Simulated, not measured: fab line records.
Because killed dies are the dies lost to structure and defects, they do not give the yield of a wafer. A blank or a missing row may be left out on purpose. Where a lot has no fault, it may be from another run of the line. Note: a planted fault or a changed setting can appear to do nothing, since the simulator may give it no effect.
Split-lot experiment :: flow n5Finfet :: route with 1938 steps; 7 lots, 21 wafers read

== SPLIT DETAILS ==
At N5_BEOL_M10_EXPOSE_08 (exposes mask M10), the setting doseMj was moved away from the recipe's 53.75 on 6 of the 21 wafers read, by -3.8% to +7.3%. All remaining wafers had this setting at the recipe value.

== FROM THE SPLIT TO THE READING: what the file shows between them, 15 steps ==
- N5_BEOL_M10_PEB_09: peb time 60 s
- N5_BEOL_M10_DEVELOP_10: develop time 30 s
- N5_BEOL_M10_CD_MEAS_11: target cd 64.1 nm
- N5_BEOL_M10_DESCUM_16: chemistry O2, time 7.9 s
- N5_BEOL_M10_ETCH_61: etches SiARC in CF4, target depth 39 nm, time 65 s
- N5_BEOL_M10_ETCH_62: etches SOC in N2/H2, target depth 110 nm, overetch 22 nm, time 165 s
- N5_BEOL_M10_STRIP_68: strips in N2/H2
- N5_BEOL_M10_STRIP_67: strips in CF4
- N5_BEOL_M10_HM_OPEN_17: chemistry Cl2/BCl3, target TiN, target depth 20 nm, overetch 6 nm
- N5_BEOL_M10_STRIP_19: strips in O2
- N5_BEOL_M10_CD_MEAS_18: pitch 140 nm, target cd 70 nm
- N5_BEOL_M10_COAT_63: time 60 s, resist thk 100 nm
- N5_BEOL_M10_COAT_64: time 60 s, resist thk 30 nm
- N5_BEOL_M10_PRECLEAN_42: cleans in residue remover, time 60 s
- N5_BEOL_M10_SRD_43: time 30 s

== THE READING ==
At N5_BEOL_M10_CD_MEAS_35: cdNm in nanometres, against a target cd of 70 nm. Typical for fault-free wafers on this fab line: 70.1 nm, with standard deviation 0.72 nm.

wafer: L074.3
tool, chamber at the split: arfiScanner-03, 0
doseMj as run: 53.75
against the recipe: recipe
cdNm, nm: 69.3
against lot-mates on the recipe: -

wafer: L074.4
tool, chamber at the split: arfiScanner-03, 0
doseMj as run: 51.7
against the recipe: -3.8%
cdNm, nm: 68.4
against lot-mates on the recipe: -1.0

wafer: L074.6
tool, chamber at the split: arfiScanner-03, 0
doseMj as run: 53.75
against the recipe: recipe
cdNm, nm: 69.5
against lot-mates on the recipe: -

wafer: L076.4
tool, chamber at the split: arfiScanner-03, 0
doseMj as run: 57.68
against the recipe: +7.3%
cdNm, nm: 75.1
against lot-mates on the recipe: +3.7

wafer: L076.5
tool, chamber at the split: arfiScanner-03, 0
doseMj as run: 53.75
against the recipe: recipe
cdNm, nm: 71.8
against lot-mates on the recipe: -

wafer: L076.6
tool, chamber at the split: arfiScanner-03, 0
doseMj as run: 53.75
against the recipe: recipe
cdNm, nm: 71.0
against lot-mates on the recipe: -

wafer: L079.3
tool, chamber at the split: arfiScanner-03, 0
doseMj as run: 53.75
against the recipe: recipe
cdNm, nm: 70.9
against lot-mates on the recipe: -

wafer: L079.5
tool, chamber at the split: arfiScanner-03, 0
doseMj as run: 53.75
against the recipe: recipe
cdNm, nm: 70.6
against lot-mates on the recipe: -

wafer: L079.6
tool, chamber at the split: arfiScanner-03, 0
doseMj as run: 53.75
against the recipe: recipe
cdNm, nm: 70.4
against lot-mates on the recipe: -

wafer: L085.1
tool, chamber at the split: arfiScanner-02, 0
doseMj as run: 56.15
against the recipe: +4.5%
cdNm, nm: 72.4
against lot-mates on the recipe: +2.2

wafer: L085.2
tool, chamber at the split: arfiScanner-02, 0
doseMj as run: 53.75
against the recipe: recipe
cdNm, nm: 70.2
against lot-mates on the recipe: -

wafer: L085.6
tool, chamber at the split: arfiScanner-02, 0
doseMj as run: 56.15
against the recipe: +4.5%
cdNm, nm: 72.7
against lot-mates on the recipe: +2.5

wafer: L093.4
tool, chamber at the split: arfiScanner-03, 0
doseMj as run: 53.75
against the recipe: recipe
cdNm, nm: 71.0
against lot-mates on the recipe: -

wafer: L093.5
tool, chamber at the split: arfiScanner-03, 0
doseMj as run: 53.75
against the recipe: recipe
cdNm, nm: 71.3
against lot-mates on the recipe: -

wafer: L093.6
tool, chamber at the split: arfiScanner-03, 0
doseMj as run: 56.16
against the recipe: +4.5%
cdNm, nm: 73.2
against lot-mates on the recipe: +2.0

wafer: L095.1
tool, chamber at the split: arfiScanner-01, 0
doseMj as run: 53.75
against the recipe: recipe
cdNm, nm: 70.4
against lot-mates on the recipe: -

wafer: L095.2
tool, chamber at the split: arfiScanner-01, 0
doseMj as run: 52.74
against the recipe: -1.9%
cdNm, nm: 68.9
against lot-mates on the recipe: -0.9

wafer: L095.3
tool, chamber at the split: arfiScanner-01, 0
doseMj as run: 53.75
against the recipe: recipe
cdNm, nm: 69.2
against lot-mates on the recipe: -

wafer: L096.4
tool, chamber at the split: arfiScanner-01, 0
doseMj as run: 53.75
against the recipe: recipe
cdNm, nm: 71.3
against lot-mates on the recipe: -

wafer: L096.5
tool, chamber at the split: arfiScanner-01, 0
doseMj as run: 53.75
against the recipe: recipe
cdNm, nm: 70.7
against lot-mates on the recipe: -

wafer: L096.6
tool, chamber at the split: arfiScanner-01, 0
doseMj as run: 53.75
against the recipe: recipe
cdNm, nm: 70.3
against lot-mates on the recipe: -

FIT RESULTS
A straight line over all 21 wafers: cdNm changes by +0.574 nm for each +1% of doseMj; r = +0.90; the points scatter about the line by 0.69 nm.
The same after taking each lot's own level away (the mean of its wafers on the recipe; 21 wafers): +0.469 nm for each +1%; r = +0.96; scatter 0.36 nm.
That fit puts the effect of the largest move of doseMj on the reading at 3.4 nm.
From 69.40 to 71.40 nm: that is the span of the lots' own levels, equal to 2.8 times the standard deviation above.
In other words, the slope is changed by the lot-to-lot level; the two fits disagree.
Check: +3.36 nm against its lot-mates is what the line predicts for one of the wafers moved furthest among these (+7.3%) when that wafer is left out of the fit. Against them it came out at +3.7 nm.

== THESE WAFERS: OTHER SPLITS ==
Note: prior to the reading, these wafers also went through further splits. Each is held against what the fit with the lots' levels taken away leaves over:
other split on the same wafers: N5_BEOL_M10_COAT_60 spinRpm
wafers away from the commonest value: 7
r with cdNm (lot level and that fit taken away): -0.01

== THE WHOLE CHAIN: every reading that the file lists as answering this split, in the file's order ==
step: N5_BEOL_M10_CD_MEAS_11
what it does: target cd 64.1 nm
reading: cdNm
change (the file's fit): +0.536 nm for each +1% of the setting
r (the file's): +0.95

step: N5_BEOL_M10_ETCH_61
what it does: etches SiARC in CF4, target depth 39 nm, time 65 s
reading: BEOL_M10.cdOffsetNm (the simulator's own value, which no gauge read)
change (the file's fit): +0.48 nm for each +1% of the setting
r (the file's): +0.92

step: N5_BEOL_M10_ETCH_62
what it does: etches SOC in N2/H2, target depth 110 nm, overetch 22 nm, time 165 s
reading: BEOL_M10.cdOffsetNm (the simulator's own value, which no gauge read)
change (the file's fit): +0.464 nm for each +1% of the setting
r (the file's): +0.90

step: N5_BEOL_M10_CD_MEAS_18
what it does: pitch 140 nm, target cd 70 nm
reading: cdNm
change (the file's fit): +0.46 nm for each +1% of the setting
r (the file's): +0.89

step: N5_BEOL_M10_CD_MEAS_35
what it does: target cd 70 nm
reading: cdNm
change (the file's fit): +0.474 nm for each +1% of the setting
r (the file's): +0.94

== THE FILE'S OWN FIT ==
cdNm changes by +0.474 nm for each +1% of doseMj, r = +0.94.
